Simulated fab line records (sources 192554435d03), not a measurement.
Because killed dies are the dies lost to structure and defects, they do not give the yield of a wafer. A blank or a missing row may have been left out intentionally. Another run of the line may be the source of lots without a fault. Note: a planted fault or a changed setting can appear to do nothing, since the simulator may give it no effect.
A single fault, viewed from 2 desks    flow n5 finfet    each desk has only its own numbers; what lay behind them comes last

== AT THE TOOL OWNER'S DESK: euv scanner-01 ==
The tool's own readings at N5_BEOL_M9_EXPOSE_25 (exposes mask V8): means of the sampled wafers that have a number, for each lot that ran on this tool. A lot is out of limits, marked OUT, if its mean lies more than 4 standard deviations from the usual mean; the brackets give that distance.
Columns: A = exposure dose mJ cm2 at N5_BEOL_M9_EXPOSE_25, usual 37.18
lot   first seen here  A
L950  day 11 06:49     37.25
L952  day 12 04:29     37.23
L951  day 12 09:04     37.22
L961  day 13 21:18     40.99 (+69) OUT
L958  day 13 21:23     40.98 (+69) OUT
L963  day 14 10:56     39.61 (+44) OUT
This desk finds L958, L961, L963 out of limits, L961 being first, at day 13 21:18 (exposure dose mJ cm2 at N5_BEOL_M9_EXPOSE_25). Within limits: L950, L952, L951.

== AT THE METROLOGY DESK ==
What the gauges read for every lot (on any tool): the sampled wafers with a number, averaged. A lot is out of limits, marked OUT, if its mean lies more than 4 standard deviations from the usual mean; the brackets give that distance.
Columns: A = M9_OVL at N5_BEOL_M9_OVL_MEAS_12, usual 0.5 nm; B = cd nm at N5_BEOL_M9_CD_MEAS_18, usual 70.1 nm; C = cd nm at N5_BEOL_M9_CD_MEAS_28, usual 69.93 nm
lot   first seen here  A    B     C
L950  day 11 04:17     0.3  69.3  69.82
L952  day 12 00:35     0.7  70.6  69.95
L951  day 12 06:19     0.2  69.9  69.62
L953  day 12 10:13     0.5  70.7  69.92
L955  day 12 11:52     0.3  70.1  69.82
L959  day 13 18:20     0.2  70.5  69.72
L958  day 13 19:54     0.8  70.8  71.88 (+7.2) OUT
L961  day 13 20:11     1.1  69.5  72.45 (+9.3) OUT
L963  day 14 08:07     1.1  69.7  71.63 (+6.3) OUT
L966  day 16 02:40     0.0  69.9  70.07
L969  day 16 22:44     0.1  69.9  70.02
This desk finds L958, L961, L963 out of limits, L961 being first, at day 13 21:26 (cd nm at N5_BEOL_M9_CD_MEAS_28). Within limits: L950, L952, L951, L953, L955, L959, L966, L969.

== PUT TOGETHER ==
An alarm could have come from the tool owner's desk at day 13 21:18, on L958, L961, L963.
The metrology desk could have raised an alarm at day 13 21:26, on L958, L961, L963.
All the named lots went through N5_BEOL_M9_EXPOSE_25 on euv scanner-01.

== WHAT THE SIMULATOR HAD INSERTED ==
Process parameters drifting: euv scanner-01 at N5_BEOL_M9_EXPOSE_25, beginning at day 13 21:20. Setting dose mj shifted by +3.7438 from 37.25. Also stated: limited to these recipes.
Shown lots that were struck: L958, L961, L963.
